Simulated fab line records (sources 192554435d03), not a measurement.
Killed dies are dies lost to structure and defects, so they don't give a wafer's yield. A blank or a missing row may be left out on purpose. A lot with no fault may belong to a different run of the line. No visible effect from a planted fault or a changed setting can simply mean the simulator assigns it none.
Split-lot experiment :: flow n5 finfet :: 7 lots, 21 wafers read, on a route of 1938 steps

THE SPLIT
At N5_BEOL_M14_ILD_DEP_00 (deposits SiO2 from TEOS/O2, target thk 1119.3 nm, time 237.4 s), the setting time s was moved away from the recipe's 237.4 s on 9 of the 21 wafers read, by -8.8% to +11.9%. For the rest of the wafers, this setting stayed at what the recipe calls for.

Split to reading: the file shows no intervening step.

THE READING
M14_ILD_THK (nm), taken at N5_BEOL_M14_THK_MEAS_01. On this fab line, fault-free wafers typically give 1120 nm with a standard deviation of 17 nm.

wafer: L074.1
tool, chamber at the split: pecvd-01, 2
time s as run, s: 257.6
against the recipe: +8.5%
M14_ILD_THK, nm: 1201
against lot-mates on the recipe: +65

wafer: L074.2
tool, chamber at the split: pecvd-01, 0
time s as run, s: 257.6
against the recipe: +8.5%
M14_ILD_THK, nm: 1191
against lot-mates on the recipe: +55

wafer: L074.4
tool, chamber at the split: pecvd-01, 1
time s as run, s: 237.4
against the recipe: recipe
M14_ILD_THK, nm: 1136
against lot-mates on the recipe: -

wafer: L076.1
tool, chamber at the split: pecvd-03, 1
time s as run, s: 237.4
against the recipe: recipe
M14_ILD_THK, nm: 1109
against lot-mates on the recipe: -

wafer: L076.4
tool, chamber at the split: pecvd-03, 1
time s as run, s: 237.4
against the recipe: recipe
M14_ILD_THK, nm: 1114
against lot-mates on the recipe: -

wafer: L076.5
tool, chamber at the split: pecvd-03, 2
time s as run, s: 237.4
against the recipe: recipe
M14_ILD_THK, nm: 1100
against lot-mates on the recipe: -

wafer: L075.3
tool, chamber at the split: pecvd-03, 1
time s as run, s: 265.7
against the recipe: +11.9%
M14_ILD_THK, nm: 1241
against lot-mates on the recipe: +116

wafer: L075.4
tool, chamber at the split: pecvd-03, 1
time s as run, s: 237.4
against the recipe: recipe
M14_ILD_THK, nm: 1125
against lot-mates on the recipe: -

wafer: L075.5
tool, chamber at the split: pecvd-03, 0
time s as run, s: 265.7
against the recipe: +11.9%
M14_ILD_THK, nm: 1284
against lot-mates on the recipe: +159

wafer: L077.1
tool, chamber at the split: pecvd-03, 1
time s as run, s: 237.4
against the recipe: recipe
M14_ILD_THK, nm: 1102
against lot-mates on the recipe: -

wafer: L077.3
tool, chamber at the split: pecvd-03, 0
time s as run, s: 237.4
against the recipe: recipe
M14_ILD_THK, nm: 1092
against lot-mates on the recipe: -

wafer: L077.6
tool, chamber at the split: pecvd-03, 1
time s as run, s: 237.4
against the recipe: recipe
M14_ILD_THK, nm: 1117
against lot-mates on the recipe: -

wafer: L080.4
tool, chamber at the split: pecvd-02, 2
time s as run, s: 216.5
against the recipe: -8.8%
M14_ILD_THK, nm: 1044
against lot-mates on the recipe: -99

wafer: L080.5
tool, chamber at the split: pecvd-02, 0
time s as run, s: 237.4
against the recipe: recipe
M14_ILD_THK, nm: 1151
against lot-mates on the recipe: -

wafer: L080.6
tool, chamber at the split: pecvd-02, 1
time s as run, s: 237.4
against the recipe: recipe
M14_ILD_THK, nm: 1135
against lot-mates on the recipe: -

wafer: L083.1
tool, chamber at the split: pecvd-01, 2
time s as run, s: 257.2
against the recipe: +8.3%
M14_ILD_THK, nm: 1206
against lot-mates on the recipe: +92

wafer: L083.2
tool, chamber at the split: pecvd-01, 0
time s as run, s: 237.4
against the recipe: recipe
M14_ILD_THK, nm: 1114
against lot-mates on the recipe: -

wafer: L083.6
tool, chamber at the split: pecvd-01, 0
time s as run, s: 257.2
against the recipe: +8.3%
M14_ILD_THK, nm: 1223
against lot-mates on the recipe: +109

wafer: L090.4
tool, chamber at the split: pecvd-01, 0
time s as run, s: 223.9
against the recipe: -5.7%
M14_ILD_THK, nm: 1053
against lot-mates on the recipe: -75

wafer: L090.5
tool, chamber at the split: pecvd-01, 2
time s as run, s: 237.4
against the recipe: recipe
M14_ILD_THK, nm: 1128
against lot-mates on the recipe: -

wafer: L090.6
tool, chamber at the split: pecvd-01, 1
time s as run, s: 223.9
against the recipe: -5.7%
M14_ILD_THK, nm: 1066
against lot-mates on the recipe: -62

THE FIT
A straight line over all 21 wafers: M14_ILD_THK changes by +10.7 nm for each +1% of time s; r = +0.96; the points scatter about the line by 17 nm.
The same after taking each lot's own level away (the mean of its wafers on the recipe; 21 wafers): +10.9 nm for each +1%; r = +0.97; scatter 15 nm.
That fit puts the effect of the largest move of time s on the reading at 1.3e+02 nm.
The lots' own levels span 1103.7 to 1143.0 nm, that is 2.3 times the standard deviation above.
The two slopes are in agreement: the lot-to-lot level therefore moves the slope only a little.
Check: for one of the wafers moved furthest among these (+11.9%), held out of the fit, the line's prediction against its lot-mates is +130 nm. Against them it came out at +116 nm.

THESE WAFERS: OTHER SPLITS
Note: prior to the reading, these wafers also went through further splits. Each is held against what the fit with the lots' levels taken away leaves over:
other split on the same wafers: N5_BEOL_M11_COAT_05 spin rpm
wafers away from the commonest value: 7
r with M14_ILD_THK (lot level and that fit taken away): +0.08

other split on the same wafers: N5_BEOL_M12_ETCH_68 time s
wafers away from the commonest value: 5
r with M14_ILD_THK (lot level and that fit taken away): -0.20

other split on the same wafers: N5_BEOL_M13_ILD_DEP_00 time s
wafers away from the commonest value: 4
r with M14_ILD_THK (lot level and that fit taken away): -0.26

THE WHOLE CHAIN: every reading that the file lists as answering this split, in the file's order
step: N5_BEOL_M14_ILD_DEP_00
what it does: deposits SiO2 from TEOS/O2, target thk 1119.3 nm, time 237.4 s
reading: SiO2_of_BEOL_M14_ILD_DEP_00.thk nm (the simulator's own value, which no gauge read)
change (the file's fit): +10.8 nm for each +1% of the setting
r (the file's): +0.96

step: N5_BEOL_M14_THK_MEAS_01
what it does: 
reading: M14_ILD_THK
change (the file's fit): +10.8 for each +1% of the setting
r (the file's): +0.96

step: N5_BEOL_M14_VIA_ETCH_16
what it does: etches SiO2 in C4F8/O2/Ar, target depth 1231.3 nm
reading: etch.depth nm (the simulator's own value, which no gauge read)
change (the file's fit): +10.8 nm for each +1% of the setting
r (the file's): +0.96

step: N5_BEOL_M14_VIA_ETCH_16
what it does: etches SiO2 in C4F8/O2/Ar, target depth 1231.3 nm
reading: coat_of_BEOL_M14_COAT_04.thk nm (the simulator's own value, which no gauge read)
change (the file's fit): -2.28 nm for each +1% of the setting
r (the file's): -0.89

FILE'S OWN FIT
M14_ILD_THK changes by +10.8 nm for each +1% of time s, r = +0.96.
